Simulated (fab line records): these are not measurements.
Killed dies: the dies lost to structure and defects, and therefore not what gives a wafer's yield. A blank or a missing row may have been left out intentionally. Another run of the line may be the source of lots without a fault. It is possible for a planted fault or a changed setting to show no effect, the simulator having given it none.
Chamber matching / flow n5Finfet / rieDiel-02 running N5_BEOL_M11_ETCH_62: 4 sister chambers
The step etches SOC in N2/H2, target depth 110 nm, overetch 22 nm, time 165 s. 16 wafers are shown with their chamber, then 8 later ones without.

## WAFERS WITH THEIR CHAMBER
wafer=L074.1; chamber=0; throttleValvePct (%)=18.10; drypumpMotorCurrentA (A)=6.0; oesProductAu (a.u.)=0.62
wafer=L074.3; chamber=1; throttleValvePct (%)=17.47; drypumpMotorCurrentA (A)=5.9; oesProductAu (a.u.)=0.69
wafer=L074.5; chamber=1; throttleValvePct (%)=17.47; drypumpMotorCurrentA (A)=5.9; oesProductAu (a.u.)=0.69
wafer=L075.3; chamber=0; throttleValvePct (%)=18.10; drypumpMotorCurrentA (A)=5.9; oesProductAu (a.u.)=0.62
wafer=L075.4; chamber=0; throttleValvePct (%)=18.11; drypumpMotorCurrentA (A)=6.0; oesProductAu (a.u.)=0.62
wafer=L075.6; chamber=2; throttleValvePct (%)=17.74; drypumpMotorCurrentA (A)=5.8; oesProductAu (a.u.)=0.57
wafer=L076.1; chamber=0; throttleValvePct (%)=18.11; drypumpMotorCurrentA (A)=6.0; oesProductAu (a.u.)=0.62
wafer=L076.3; chamber=2; throttleValvePct (%)=17.75; drypumpMotorCurrentA (A)=5.8; oesProductAu (a.u.)=0.56
wafer=L076.6; chamber=2; throttleValvePct (%)=17.74; drypumpMotorCurrentA (A)=5.8; oesProductAu (a.u.)=0.57
wafer=L079.3; chamber=1; throttleValvePct (%)=17.48; drypumpMotorCurrentA (A)=5.9; oesProductAu (a.u.)=0.68
wafer=L079.4; chamber=3; throttleValvePct (%)=18.16; drypumpMotorCurrentA (A)=5.1; oesProductAu (a.u.)=0.64
wafer=L079.6; chamber=1; throttleValvePct (%)=17.47; drypumpMotorCurrentA (A)=5.9; oesProductAu (a.u.)=0.68
wafer=L080.1; chamber=1; throttleValvePct (%)=17.50; drypumpMotorCurrentA (A)=5.9; oesProductAu (a.u.)=0.68
wafer=L080.2; chamber=0; throttleValvePct (%)=18.11; drypumpMotorCurrentA (A)=6.0; oesProductAu (a.u.)=0.63
wafer=L080.6; chamber=1; throttleValvePct (%)=17.50; drypumpMotorCurrentA (A)=5.9; oesProductAu (a.u.)=0.68
wafer=L088.2; chamber=3; throttleValvePct (%)=18.19; drypumpMotorCurrentA (A)=5.0; oesProductAu (a.u.)=0.63

SIGNATURES (means of the wafers above)
reading=throttleValvePct; chamber 0=18.1060; chamber 1=17.4817; chamber 2=17.7433; chamber 3=18.1750; scatter within a chamber=0.012
reading=drypumpMotorCurrentA; chamber 0=5.980; chamber 1=5.900; chamber 2=5.800; chamber 3=5.050; scatter within a chamber=0.0329
reading=oesProductAu; chamber 0=0.6220; chamber 1=0.6833; chamber 2=0.5667; chamber 3=0.6350; scatter within a chamber=0.00524
Rule: a wafer's distance from a chamber is the root of the sum, over the readings, of the square of ((its reading less the chamber's mean) divided by the reading's scatter). If the next closest chamber is less than 2 further off than the closest, the wafer can't be placed; otherwise it belongs to the closest. The scatter: the root of (the sum of the squares of (reading less its chamber's mean) over the shown wafers, divided by (wafers less chambers)).

## WAFERS WITH NO CHAMBER GIVEN
wafer=L088.3; throttleValvePct (%)=17.51; drypumpMotorCurrentA (A)=5.9; oesProductAu (a.u.)=0.67
wafer=L088.5; throttleValvePct (%)=18.14; drypumpMotorCurrentA (A)=6.0; oesProductAu (a.u.)=0.60
wafer=L090.1; throttleValvePct (%)=18.17; drypumpMotorCurrentA (A)=6.0; oesProductAu (a.u.)=0.61
wafer=L090.5; throttleValvePct (%)=17.52; drypumpMotorCurrentA (A)=5.9; oesProductAu (a.u.)=0.66
wafer=L090.6; throttleValvePct (%)=18.17; drypumpMotorCurrentA (A)=6.0; oesProductAu (a.u.)=0.61
wafer=L097.1; throttleValvePct (%)=18.22; drypumpMotorCurrentA (A)=5.0; oesProductAu (a.u.)=0.61
wafer=L097.4; throttleValvePct (%)=17.56; drypumpMotorCurrentA (A)=5.9; oesProductAu (a.u.)=0.65
wafer=L097.5; throttleValvePct (%)=17.55; drypumpMotorCurrentA (A)=5.9; oesProductAu (a.u.)=0.65

## EACH ONE'S CHAMBER
wafer=L088.3; from the rows above=1; in truth=1
wafer=L088.5; from the rows above=0; in truth=0
wafer=L090.1; from the rows above=0; in truth=0
wafer=L090.5; from the rows above=1; in truth=1
wafer=L090.6; from the rows above=0; in truth=0
wafer=L097.1; from the rows above=3; in truth=3
wafer=L097.4; from the rows above=1; in truth=1
wafer=L097.5; from the rows above=1; in truth=1
Placed correctly: 8 of 8. Not placeable from these rows: 0. Number placed wrongly: 0.
